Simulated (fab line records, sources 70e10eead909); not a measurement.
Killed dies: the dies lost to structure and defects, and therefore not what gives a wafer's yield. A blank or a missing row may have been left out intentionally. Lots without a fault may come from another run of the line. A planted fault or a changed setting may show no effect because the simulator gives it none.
A struck lot beside a sound one :: flow nand-harc :: 28 steps out of a route of 1302
Sound: these wafers, L857.2, L857.3, L857.5. Struck: wafer L878.1. The cause comes at the end.
Order at every step that has rows: each side's tool, ch and its chambers, its first start. Under that, the readings that differ: sound wafers :: struck wafers :: difference of the means :: sigmas: that difference in standard deviations of wafers without a fault.
alike: a reading whose means differ by less than 2 such deviations, as well as words and numbers matching on both sides. not compared: withheld readings; readings where some wafer has no value; bounds like >300 that might hide an equal value; numbers whose values overlap and for which the record gives no deviation.
A row with sigmas, a row that says differs or no value, or rows on one side alone: a step with any of these is where the two part. Non-overlapping numbers with no deviation appear without sigmas and do not part them. A reading that every wafer of one side lacks parts them only if that side has two wafers or more.

first, 1 step without rows for these wafers: NHARC_A_CHANNEL_FILL_D1_SRD_12.
NHARC_A_CHANNEL_FILL_D1_INSPECT_13:
  struck on defect-inspect-01, day 20 03:19; sound on defect-inspect-02, day 11 11:39
  alike: raw-defect-count
NHARC_A_DECK1_JOINT_ETCHBACK_07: etches the open film in HBr, target depth 105 nm, time 26.9 s.
  sound on rie-si-05 ch 0,3, day 11 11:44; struck on rie-si-05 ch 2, day 20 03:24
  alike: drypump-motor-current-A, oes-product-au, throttle-valve-pct
  not compared: rf-hours-counter-h
then, 8 steps without rows for these wafers: NHARC_A_DECK1_JOINT_ETCH_25 (etches SiO2 in dHF, target depth 0.5 nm); NHARC_A_DECK1_JOINT_ETCH_19 (etches poly-Si in TMAH, target depth 3 nm); NHARC_A_DECK1_JOINT_ETCH_18 (etches SiO2 in dHF, target depth 3 nm); NHARC_A_DECK1_JOINT_WET_08 (chemistry H3PO4, time 86 s); NHARC_A_DECK1_JOINT_ETCH_09 (etches SiO2 in dHF, target depth 5 nm); NHARC_A_DECK1_JOINT_WET_10 (chemistry H3PO4, time 86 s); NHARC_A_DECK1_JOINT_ETCH_11 (etches SiO2 in dHF, target depth 35 nm); NHARC_A_DECK1_JOINT_CVD_12 (deposits poly-Si, target thk 90 nm, time 1800 s).
NHARC_A_DECK1_JOINT_CMP_13: polishes, target thk 51.023 nm.
  sound on cmp-03 ch 2,3, day 12 01:55; struck on cmp-04 ch 2, day 20 13:50
  alike: motor-current-A, time-to-endpoint-s
NHARC_A_DECK1_JOINT_THK_MEAS_14: measures by ellipsometry.
  struck on film-metro-01, day 20 14:02; sound on film-metro-02, day 12 02:08
  alike: thk-nm
following that, these wafers have no rows for 1 step: NHARC_A_DECK1_JOINT_SRD_04.
NHARC_A_DECK1_JOINT_ETCHBACK_00: etches the open film in HBr, target depth 30 nm, time 17.4 s.
  sound on rie-si-05 ch 0,1, day 12 02:16; struck on rie-si-05 ch 0, day 20 14:13
  alike: drypump-motor-current-A, oes-product-au, throttle-valve-pct
  not compared: rf-hours-counter-h
then, 8 steps without rows for these wafers: NHARC_A_DECK1_JOINT_PRECLEAN_30 (cleans in SC1); NHARC_A_DECK1_JOINT_SRD_31; NHARC_A_DECK1_JOINT_CVD_34 (deposits SiNx, target thk 20 nm); NHARC_A_DECK1_JOINT_DEP_06 (deposits SiOx, target thk 80 nm); NHARC_A_DECK1_JOINT_CURE_26 (time 32 s); NHARC_A_DECK1_JOINT_ANNEAL_27 (time 3600 s); NHARC_A_DECK1_JOINT_ANNEAL_28 (time 1800 s); NHARC_A_DECK1_JOINT_ANNEAL_29 (time 1800 s).
NHARC_A_DECK1_JOINT_CMP_02: polishes SiOx.
  sound on cmp-02 ch 0,1, day 12 23:56; struck on cmp-03 ch 0, day 21 10:48
  alike: motor-current-A
following that, these wafers have no rows for 1 step: NHARC_A_DECK1_JOINT_SRD_15.
NHARC_A_DECK1_JOINT_DEP_16: deposits SiO2, target thk 45 nm.
  sound on pecvd-03 ch 0,1, day 13 00:19; struck on pecvd-04 ch 0, day 21 11:12
  alike: heater-power-w, throttle-valve-pct
NHARC_A_DECK1_JOINT_THK_MEAS_17: measures by ellipsometry.
  struck on film-metro-01, day 21 11:27; sound on film-metro-01, day 13 00:36
  alike: thk-nm
-- record jumps: 14 days between struck wafers' starts before vs after; left off in module A_DECK1_JOINT, resumes in module END, first step shown is number 1302 of the route --
NHARC_END_SORT_01:
  only the struck wafers appear in the record here, on prober-02 ch 0 at day 35 08:43; the sound ones have no rows

WHERE THEY PART
At NHARC_END_SORT_01 and nowhere else, as far as this record goes.

WHY: whatever the simulator had introduced
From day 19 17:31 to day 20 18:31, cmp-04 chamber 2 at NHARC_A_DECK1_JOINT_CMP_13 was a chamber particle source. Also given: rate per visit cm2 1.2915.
